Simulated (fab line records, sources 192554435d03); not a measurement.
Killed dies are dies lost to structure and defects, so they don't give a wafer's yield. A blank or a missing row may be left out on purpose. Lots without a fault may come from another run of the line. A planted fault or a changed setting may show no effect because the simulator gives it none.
Which tool did it? | flow n5_finfet | 15 lots, 43 wafers sampled, at 8 steps of a route of 1938

WHAT THE GAUGES READ, wafer by wafer
N5_BEOL_M0_SAQP_OVL_MEAS_15. Usual: M0_CORE_OVL 0.0 nm, standard deviation 0.76.
lot  | measured     | on         | M0_CORE_OVL (nm) | flag
L600 | day 6 09:01  | overlay-01 | -0.8 0.4 0.9     |
L602 | day 6 12:16  | overlay-01 | -0.7 -0.7 -0.7   |
L601 | day 6 15:41  | overlay-02 | 0.2 0.5          |
L603 | day 6 20:34  | overlay-02 | 0.3 0.3 0.2      |
L605 | day 7 04:39  | overlay-02 | 0.8 0.3 -0.4     |
L610 | day 8 18:06  | overlay-02 | -0.9 -1.0 -0.3   |
L611 | day 8 19:17  | overlay-01 | -0.4 -0.6 -0.5   |
L612 | day 9 01:58  | overlay-01 | -0.1 0.3 -0.9    |
L613 | day 9 02:52  | overlay-02 | -0.8 -1.3 -2.1   |
L614 | day 9 12:28  | overlay-01 | 0.2 -0.3 -0.2    |
L615 | day 9 16:11  | overlay-01 | 0.6 0.2 -0.2     |
L616 | day 10 01:02 | overlay-02 | 0.3 -0.7         |
L617 | day 10 02:08 | overlay-01 | -1.6 -0.2 1.1    |
L619 | day 10 19:47 | overlay-02 | 0.0 -0.1 1.1     |
L621 | day 11 06:26 | overlay-01 | 0.0 1.3 -0.4     |

N5_BEOL_M0_SAQP_CD_MEAS_25: target cd 13.1 nm. Usual: cd_nm 12.77 nm, standard deviation 0.23.
lot  | measured     | on        | cd_nm (nm)        | flag
L600 | day 6 11:16  | cd_sem-03 | 12.70 12.73 12.82 |
L602 | day 6 14:14  | cd_sem-01 | 12.92 12.52 12.97 |
L601 | day 6 19:50  | cd_sem-01 | 12.59 13.05       |
L603 | day 6 23:02  | cd_sem-03 | 12.62 12.56 12.69 |
L605 | day 7 06:25  | cd_sem-02 | 12.32 12.75 12.90 |
L610 | day 8 20:14  | cd_sem-02 | - - -             | OFF
L611 | day 8 22:11  | cd_sem-02 | - - -             | OFF
L612 | day 9 06:08  | cd_sem-02 | - - -             | OFF
L613 | day 9 07:10  | cd_sem-02 | 12.98 12.85 12.72 |
L614 | day 9 14:43  | cd_sem-02 | 12.34 13.21 12.75 |
L615 | day 9 18:32  | cd_sem-01 | 13.16 12.60 12.62 |
L616 | day 10 03:07 | cd_sem-01 | 12.87 12.59       |
L617 | day 10 03:46 | cd_sem-03 | 12.72 13.23 12.72 |
L619 | day 10 21:45 | cd_sem-03 | 12.83 12.64 12.86 |
L621 | day 11 08:19 | cd_sem-03 | 13.07 12.91 12.68 |

N5_BEOL_M4_RC_MEAS_101. Usual: DIBL_N 37.2 mV/V, standard deviation 2.5; DIBL_P 38 mV/V, standard deviation 3; IOFF_N 0.17 nA/um, standard deviation 0.044; IOFF_P 0.24 nA/um, standard deviation 0.059; ION_N 667 uA/um, standard deviation 13; ION_P 461 uA/um, standard deviation 7.9; SS_N 71.8 mV/dec, standard deviation 0.86; SS_P 73.6 mV/dec, standard deviation 0.92; VT_N 250 mV, standard deviation 4.1; VT_P -249 mV, standard deviation 3.9.
lot  | measured     | on        | DIBL_N (mV/V)  | DIBL_P (mV/V) | IOFF_N (nA/um) | IOFF_P (nA/um) | ION_N (uA/um) | ION_P (uA/um) | SS_N (mV/dec)  | SS_P (mV/dec)  | VT_N (mV)   | VT_P (mV)      | flag
L600 | day 9 11:11  | prober-01 | 36.7 39.3 37.2 | 39 41 39      | 0.18 0.23 0.17 | 0.24 0.29 0.25 | 673 680 668   | 467 466 456   | 71.5 72.2 72.2 | 73.7 74.8 74.6 | 248 244 247 | -250 -248 -250 |
L602 | day 9 11:36  | prober-02 | 34.7 39.1 39.5 | 33 39 41      | 0.10 0.18 0.21 | 0.17 0.26 0.29 | 654 679 683   | 462 463 467   | 71.3 71.7 72.2 | 72.4 73.6 74.7 | 255 247 244 | -251 -244 -244 |
L601 | day 9 19:04  | prober-01 | 35.1 40.2      | 35 42         | 0.12 0.23      | 0.19 0.34      | 652 677       | 454 461       | 72.0 73.0      | 72.7 75.4      | 254 245     | -250 -245      |
L603 | day 9 20:43  | prober-01 | 38.4 37.4 39.7 | 38 38 40      | 0.17 0.16 0.20 | 0.24 0.23 0.29 | 684 667 682   | 465 460 475   | 71.6 72.3 72.5 | 74.1 73.9 74.6 | 251 254 248 | -251 -250 -246 |
L605 | day 9 15:33  | prober-02 | 37.6 36.2 38.3 | 37 36 38      | 0.18 0.15 0.20 | 0.23 0.22 0.26 | 676 660 675   | 461 458 473   | 71.5 71.5 71.7 | 73.5 73.6 73.7 | 248 253 246 | -251 -250 -249 |
L613 | day 12 09:56 | prober-01 | 41.7 39.2 40.4 | 45 43 43      | 0.29 0.22 0.24 | 0.38 0.36 0.36 | 674 685 674   | 471 482 470   | 73.4 72.5 72.9 | 75.3 75.1 75.4 | 241 246 248 | -239 -238 -241 |
L614 | day 12 12:50 | prober-01 | 38.4 36.6 36.0 | 40 37 36      | 0.20 0.15 0.15 | 0.29 0.25 0.22 | 673 659 669   | 465 464 462   | 72.1 70.8 71.0 | 74.4 73.8 73.1 | 247 248 250 | -248 -248 -252 |
L615 | day 12 07:59 | prober-02 | 36.0 38.4 37.2 | 34 38 37      | 0.14 0.18 0.15 | 0.21 0.24 0.22 | 646 669 658   | 446 458 456   | 71.9 72.1 72.5 | 72.9 73.4 73.3 | 254 249 254 | -249 -248 -251 |
L616 | day 13 02:37 | prober-02 | 37.6 34.0      | 39 35         | 0.16 0.11      | 0.26 0.18      | 663 640       | 467 450       | 72.2 70.7      | 73.7 73.1      | 252 259     | -246 -252      |
L617 | day 12 23:52 | prober-01 | 35.6 36.4 34.8 | 36 38 36      | 0.15 0.16 0.13 | 0.21 0.24 0.21 | 666 681 660   | 459 469 453   | 71.2 71.0 71.4 | 72.4 72.7 72.3 | 251 251 254 | -251 -248 -252 |
L619 | day 13 20:24 | prober-02 | 33.1 39.4 39.1 | 34 41 41      | 0.11 0.19 0.20 | 0.16 0.26 0.26 | 650 654 675   | 452 452 460   | 71.2 72.3 73.1 | 73.1 74.4 73.7 | 255 251 248 | -253 -251 -250 |
L621 | day 14 02:14 | prober-02 | 32.1 32.5 34.2 | 33 32 36      | 0.11 0.11 0.14 | 0.15 0.15 0.19 | 655 664 672   | 449 453 465   | 70.3 70.4 70.5 | 71.7 72.1 72.6 | 254 255 252 | -254 -256 -251 |

WHICH TOOL RAN EACH LOT (tool, then ch and the chambers of the sampled wafers, then the start)
lot  | N5_BEOL_M0_SAQP_STRIP_86           | N5_BEOL_M0_SAQP_SPACER1_ETCHBACK_99 | N5_BEOL_M0_SAQP_MANDREL1_REMOVE_100 | N5_BEOL_M0_SAQP_ETCH_101           | N5_BEOL_M0_SAQP_RECESS_104
L600 | rie_diel-01 ch 0,2,3, day 6 09:27  | rie_diel-01 ch 1,2, day 6 11:04     | rie_si-05 ch 0,1, day 6 11:09       | rie_diel-03 ch 0,2,3, day 6 11:18  | vapor_etch-01 ch 0,1, day 6 11:49
L602 | rie_diel-01 ch 0,2,3, day 6 12:52  | rie_diel-05 ch 1,3, day 6 14:02     | rie_si-04 ch 1,2, day 6 14:07       | rie_diel-05 ch 0,2,3, day 6 14:16  | vapor_etch-02 ch 0, day 6 14:29
L601 | rie_diel-01 ch 0,1, day 6 16:40    | rie_diel-01 ch 1,3, day 6 19:38     | rie_si-04 ch 2,3, day 6 19:43       | rie_diel-01 ch 1,2, day 6 20:04    | vapor_etch-02 ch 1, day 6 20:17
L603 | rie_diel-01 ch 1,2, day 6 21:37    | rie_diel-03 ch 0,1,3, day 6 22:50   | rie_si-06 ch 0,3, day 6 22:56       | rie_diel-01 ch 1,2, day 6 23:07    | vapor_etch-01 ch 0,1, day 6 23:20
L605 | rie_diel-03 ch 0,1,3, day 7 05:05  | rie_diel-05 ch 0,2,3, day 7 06:13   | rie_si-04 ch 0,1,2, day 7 06:18     | rie_diel-05 ch 0,1,3, day 7 06:40  | vapor_etch-02 ch 0,1, day 7 06:53
L610 | rie_diel-01 ch 2,3, day 8 18:51    | rie_diel-03 ch 1,3, day 8 20:02     | rie_si-05 ch 0,2,3, day 8 20:07     | rie_diel-03 ch 0,1, day 8 20:34    | vapor_etch-01 ch 0,1, day 8 20:47
L611 | rie_diel-01 ch 0,1,3, day 8 20:32  | rie_diel-03 ch 0,1,2, day 8 22:00   | rie_si-05 ch 0,2,3, day 8 22:05     | rie_diel-03 ch 0,1,3, day 8 22:16  | vapor_etch-01 ch 0,1, day 8 22:29
L612 | rie_diel-03 ch 0,1, day 9 04:54    | rie_diel-03 ch 0,1,3, day 9 05:56   | rie_si-04 ch 0,1,3, day 9 06:01     | rie_diel-01 ch 0,1, day 9 06:16    | vapor_etch-02 ch 0,1, day 9 06:29
L613 | rie_diel-03 ch 1,2,3, day 9 05:53  | rie_diel-03 ch 0,1,2, day 9 06:58   | rie_si-05 ch 0,3, day 9 07:03       | rie_diel-05 ch 0,1, day 9 07:22    | vapor_etch-01 ch 1, day 9 07:35
L614 | rie_diel-03 ch 0,2, day 9 12:58    | rie_diel-03 ch 0,1,2, day 9 14:31   | rie_si-06 ch 2,3, day 9 14:36       | rie_diel-03 ch 0,2,3, day 9 15:01  | vapor_etch-01 ch 0,1, day 9 15:21
L615 | rie_diel-05 ch 2,3, day 9 16:38    | rie_diel-01 ch 0,1,3, day 9 18:19   | rie_si-05 ch 0,2,3, day 9 18:25     | rie_diel-05 ch 0,3, day 9 18:34    | vapor_etch-02 ch 0,1, day 9 18:47
L616 | rie_diel-01 ch 2,3, day 10 01:37   | rie_diel-01 ch 0,3, day 10 02:56    | rie_si-04 ch 0,1, day 10 03:01      | rie_diel-03 ch 0,1, day 10 03:10   | vapor_etch-02 ch 0,1, day 10 03:23
L617 | rie_diel-03 ch 2,3, day 10 02:34   | rie_diel-03 ch 2,3, day 10 03:34    | rie_si-06 ch 0,1,2, day 10 03:38    | rie_diel-03 ch 0,1,3, day 10 03:47 | vapor_etch-02 ch 0,1, day 10 04:11
L619 | rie_diel-01 ch 0,2,3, day 10 20:13 | rie_diel-03 ch 1,2,3, day 10 21:33  | rie_si-05 ch 0,2, day 10 21:38      | rie_diel-05 ch 0,2, day 10 22:03   | vapor_etch-02 ch 0,1, day 10 22:16
L621 | rie_diel-03 ch 0,1,3, day 11 06:52 | rie_diel-05 ch 2,3, day 11 08:07    | rie_si-06 ch 0,1,3, day 11 08:13    | rie_diel-05 ch 0,2,3, day 11 08:22 | vapor_etch-01 ch 0,1, day 11 08:35
- N5_BEOL_M0_SAQP_STRIP_86: strips in N2/H2.
- N5_BEOL_M0_SAQP_SPACER1_ETCHBACK_99: etches SiO2 in CHF3/O2, target depth 15.4 nm, time 7.7 s.
- N5_BEOL_M0_SAQP_MANDREL1_REMOVE_100: chemistry HBr/Cl2/O2, target a-Si, stops on SiNx, bt time 10 s.
- N5_BEOL_M0_SAQP_ETCH_101: etches SiNx in CH3F/O2, target depth 29.9 nm, time 42.7 s.
- N5_BEOL_M0_SAQP_RECESS_104: chemistry HF/NH3, target SiO2, target depth 18 nm, afs cycles 3, sublimation time 60 s.

WHAT THE TOOLS THEMSELVES READ (means of the sampled wafers that have a number; where no wafer has one, the mark that the record gives instead)
N5_BEOL_M0_SAQP_STRIP_86. Usual: drypump_motor_current_A 5.8 A, standard deviation 0.47; oes_product_au 0.85 a.u., standard deviation 0.079; rf_vpp_V 122.1 V, standard deviation 1.3; showerhead_plenum_p_Torr 3.35 Torr, standard deviation 0.095; throttle_valve_pct 18.7 %, standard deviation 0.47.
lot  | tool        | drypump_motor_current_A (A) | oes_product_au (a.u.) | rf_vpp_V (V) | showerhead_plenum_p_Torr (Torr) | throttle_valve_pct (%) | flag
L600 | rie_diel-01 | 5.6                         | 0.95                  | 121.4        | 3.31                            | 18.6                   |
L602 | rie_diel-01 | 5.6                         | 0.94                  | 122.6        | 3.31                            | 18.7                   |
L601 | rie_diel-01 | 5.5                         | 0.94                  | 122.1        | 3.29                            | 18.4                   |
L603 | rie_diel-01 | 5.3                         | 0.95                  | 122.4        | 3.26                            | 18.1                   |
L605 | rie_diel-03 | 6.4                         | 0.83                  | 123.0        | 3.44                            | 19.0                   |
L610 | rie_diel-01 | 5.5                         | 0.91                  | 121.5        | 3.29                            | 18.4                   |
L611 | rie_diel-01 | 5.7                         | 0.88                  | 122.2        | 3.32                            | 18.6                   |
L612 | rie_diel-03 | 6.3                         | 0.81                  | 121.5        | 3.38                            | 19.4                   |
L613 | rie_diel-03 | 6.3                         | 0.81                  | 122.7        | 3.42                            | 18.6                   |
L614 | rie_diel-03 | 6.0                         | 0.81                  | 122.9        | 3.40                            | 19.3                   |
L615 | rie_diel-05 | 5.3                         | 0.81                  | 121.6        | 3.32                            | 19.0                   |
L616 | rie_diel-01 | 5.7                         | 0.89                  | 124.1        | 3.32                            | 18.6                   |
L617 | rie_diel-03 | 6.3                         | 0.85                  | 122.8        | 3.49                            | 18.6                   |
L619 | rie_diel-01 | 5.6                         | 0.87                  | 122.8        | 3.30                            | 18.7                   |
L621 | rie_diel-03 | 6.4                         | 0.80                  | 122.6        | 3.42                            | 19.1                   |

N5_BEOL_M0_SAQP_SPACER1_ETCHBACK_99. Usual: CHF3_flow_sccm 50.01 sccm, standard deviation 0.14; O2_flow_sccm 5.000 sccm, standard deviation 0.015; drypump_motor_current_A 5.9 A, standard deviation 0.49; oes_product_au 0.82 a.u., standard deviation 0.08; rf_vpp_V 525 V, standard deviation 18; showerhead_plenum_p_Torr 2.43 Torr, standard deviation 0.079; throttle_valve_pct 18.81 %, standard deviation 0.15.
lot  | tool        | CHF3_flow_sccm (sccm) | O2_flow_sccm (sccm) | drypump_motor_current_A (A) | oes_product_au (a.u.) | rf_vpp_V (V) | showerhead_plenum_p_Torr (Torr) | throttle_valve_pct (%) | flag
L600 | rie_diel-01 | 50.02                 | 5.009               | 5.4                         | 0.93                  | 536          | 2.38                            | 18.57                  |
L602 | rie_diel-05 | 50.09                 | 4.991               | 5.9                         | 0.68                  | 535          | 2.48                            | 18.94                  |
L601 | rie_diel-01 | 49.97                 | 4.988               | 5.7                         | 0.88                  | 516          | 2.44                            | 18.73                  |
L603 | rie_diel-03 | 50.05                 | 4.988               | 6.4                         | 0.86                  | 533          | 2.47                            | 18.81                  |
L605 | rie_diel-05 | 49.98                 | 5.005               | 5.3                         | 0.76                  | 525          | 2.38                            | 18.92                  |
L610 | rie_diel-03 | -                     | -                   | -                           | -                     | -            | -                               | -                      | OFF
L611 | rie_diel-03 | -                     | -                   | -                           | -                     | -            | -                               | -                      | OFF
L612 | rie_diel-03 | -                     | -                   | -                           | -                     | -            | -                               | -                      | OFF
L613 | rie_diel-03 | 49.90                 | 5.002               | 6.1                         | 0.79                  | 533          | 2.41                            | 18.84                  |
L614 | rie_diel-03 | 50.04                 | 4.988               | 6.1                         | 0.79                  | 532          | 2.41                            | 18.84                  |
L615 | rie_diel-01 | 50.07                 | 5.006               | 5.6                         | 0.86                  | 521          | 2.41                            | 18.78                  |
L616 | rie_diel-01 | 50.08                 | 5.002               | 5.8                         | 0.87                  | 515          | 2.42                            | 18.86                  |
L617 | rie_diel-03 | 50.00                 | 4.993               | 6.3                         | 0.84                  | 514          | 2.52                            | 18.84                  |
L619 | rie_diel-03 | 50.05                 | 5.009               | 6.3                         | 0.79                  | 523          | 2.46                            | 18.86                  |
L621 | rie_diel-05 | 50.00                 | 5.014               | 5.5                         | 0.74                  | 546          | 2.44                            | 19.14                  |

N5_BEOL_M0_SAQP_MANDREL1_REMOVE_100. Usual: O2_flow_sccm 4.998 sccm, standard deviation 0.016; drypump_motor_current_A 5.9 A, standard deviation 0.39; oes_product_au 0.996 a.u., standard deviation 0.02; throttle_valve_pct 36.6 %, standard deviation 0.38.
lot  | tool      | O2_flow_sccm (sccm) | drypump_motor_current_A (A) | oes_product_au (a.u.) | throttle_valve_pct (%) | flag
L600 | rie_si-05 | 5.000               | 5.5                         | 0.998                 | 36.7                   |
L602 | rie_si-04 | 4.997               | 5.9                         | 0.999                 | 36.3                   |
L601 | rie_si-04 | 5.005               | 5.8                         | 0.994                 | 36.3                   |
L603 | rie_si-06 | 4.986               | 6.0                         | 1.004                 | 36.5                   |
L605 | rie_si-04 | 4.993               | 5.8                         | 0.986                 | 36.5                   |
L610 | rie_si-05 | 4.995               | 5.8                         | 0.366                 | 36.9                   | OFF
L611 | rie_si-05 | 5.002               | 5.8                         | 0.370                 | 36.9                   | OFF
L612 | rie_si-04 | 4.995               | 5.7                         | 0.377                 | 36.6                   | OFF
L613 | rie_si-05 | 4.979               | 5.6                         | 0.972                 | 37.2                   |
L614 | rie_si-06 | 4.973               | 6.2                         | 0.969                 | 36.2                   |
L615 | rie_si-05 | 4.976               | 5.9                         | 0.986                 | 36.9                   |
L616 | rie_si-04 | 5.011               | 5.7                         | 0.990                 | 36.6                   |
L617 | rie_si-06 | 5.016               | 5.8                         | 1.013                 | 36.3                   |
L619 | rie_si-05 | 4.999               | 6.0                         | 0.998                 | 36.7                   |
L621 | rie_si-06 | 4.998               | 5.9                         | 1.007                 | 36.5                   |

N5_BEOL_M0_SAQP_ETCH_101. Usual: O2_flow_sccm 19.99 sccm, standard deviation 0.065; drypump_motor_current_A 5.7 A, standard deviation 0.5; oes_product_au 0.82 a.u., standard deviation 0.091; rf_vpp_V 299 V, standard deviation 11; showerhead_plenum_p_Torr 2.00 Torr, standard deviation 0.069; throttle_valve_pct 16.28 %, standard deviation 0.21.
lot  | tool        | O2_flow_sccm (sccm) | drypump_motor_current_A (A) | oes_product_au (a.u.) | rf_vpp_V (V) | showerhead_plenum_p_Torr (Torr) | throttle_valve_pct (%) | flag
L600 | rie_diel-03 | 19.96               | 6.1                         | 0.86                  | 298          | 2.06                            | 16.21                  |
L602 | rie_diel-05 | 20.11               | 5.3                         | 0.76                  | 297          | 1.98                            | 16.40                  |
L601 | rie_diel-01 | 20.02               | 5.3                         | 0.94                  | 304          | 1.97                            | 16.00                  |
L603 | rie_diel-01 | 19.99               | 5.3                         | 0.94                  | 304          | 1.97                            | 16.01                  |
L605 | rie_diel-05 | 20.00               | 5.6                         | 0.69                  | 296          | 2.02                            | 16.45                  |
L610 | rie_diel-03 | 19.99               | 6.2                         | 0.30                  | 308          | 2.00                            | 16.22                  | OFF
L611 | rie_diel-03 | 19.96               | 6.4                         | 0.31                  | 302          | 2.04                            | 16.21                  | OFF
L612 | rie_diel-01 | 20.00               | 5.4                         | 0.32                  | 302          | 1.97                            | 16.01                  | OFF
L613 | rie_diel-05 | 20.03               | 5.4                         | 0.68                  | 284          | 1.95                            | 16.30                  |
L614 | rie_diel-03 | 20.04               | 6.1                         | 0.82                  | 298          | 2.06                            | 16.26                  |
L615 | rie_diel-05 | 20.04               | 5.6                         | 0.71                  | 302          | 2.02                            | 16.60                  |
L616 | rie_diel-03 | 19.92               | 6.3                         | 0.79                  | 308          | 1.99                            | 16.31                  |
L617 | rie_diel-03 | 19.93               | 6.4                         | 0.82                  | 302          | 2.04                            | 16.28                  |
L619 | rie_diel-05 | 19.95               | 5.0                         | 0.79                  | 294          | 1.91                            | 16.26                  |
L621 | rie_diel-05 | 19.98               | 5.3                         | 0.74                  | 298          | 1.97                            | 16.46                  |

N5_BEOL_M0_SAQP_RECESS_104. Usual: drypump_motor_current_A 6.14 A, standard deviation 0.17.
lot  | tool          | drypump_motor_current_A (A) | flag
L600 | vapor_etch-01 | 6.08                        |
L602 | vapor_etch-02 | 6.14                        |
L601 | vapor_etch-02 | 6.42                        |
L603 | vapor_etch-01 | 6.00                        |
L605 | vapor_etch-02 | 6.23                        |
L610 | vapor_etch-01 | 6.00                        |
L611 | vapor_etch-01 | 6.01                        |
L612 | vapor_etch-02 | 6.22                        |
L613 | vapor_etch-01 | 6.17                        |
L614 | vapor_etch-01 | 6.00                        |
L615 | vapor_etch-02 | 6.22                        |
L616 | vapor_etch-02 | 6.27                        |
L617 | vapor_etch-02 | 6.33                        |
L619 | vapor_etch-02 | 6.23                        |
L621 | vapor_etch-01 | 6.10                        |

THE ANSWER, worked out from the rows above alone
Rule: a lot is off if the mean of its wafers that have a number lies more than 3 standard deviations from the usual mean. A lot without any number at a reading at which 4 lots or more have one is off too. The other lots that the step has rows for count as sound. The gauges are gone through in route order, then the tools' own readings, and for those a lot's mean is taken as printed above. The first step at which some lot is off is used, and at that step the reading that is off furthest; a lot without a number counts as furthest.
Off: L610, L611, L612, at N5_BEOL_M0_SAQP_CD_MEAS_25 (cd_nm). Without a number there: L610, L611, L612.
A tool fits if, at a process step before that reading, it ran every lot that is off, and no sound lot after the first of them. The gauges at N5_BEOL_M0_SAQP_CD_MEAS_25 aren't tried: what is off there is off at N5_BEOL_M0_SAQP_SPACER1_ETCHBACK_99 too, on other tools, and a gauge's error can't cause that. None of those tried fits.

WHAT THE SIMULATOR HAD PUT IN
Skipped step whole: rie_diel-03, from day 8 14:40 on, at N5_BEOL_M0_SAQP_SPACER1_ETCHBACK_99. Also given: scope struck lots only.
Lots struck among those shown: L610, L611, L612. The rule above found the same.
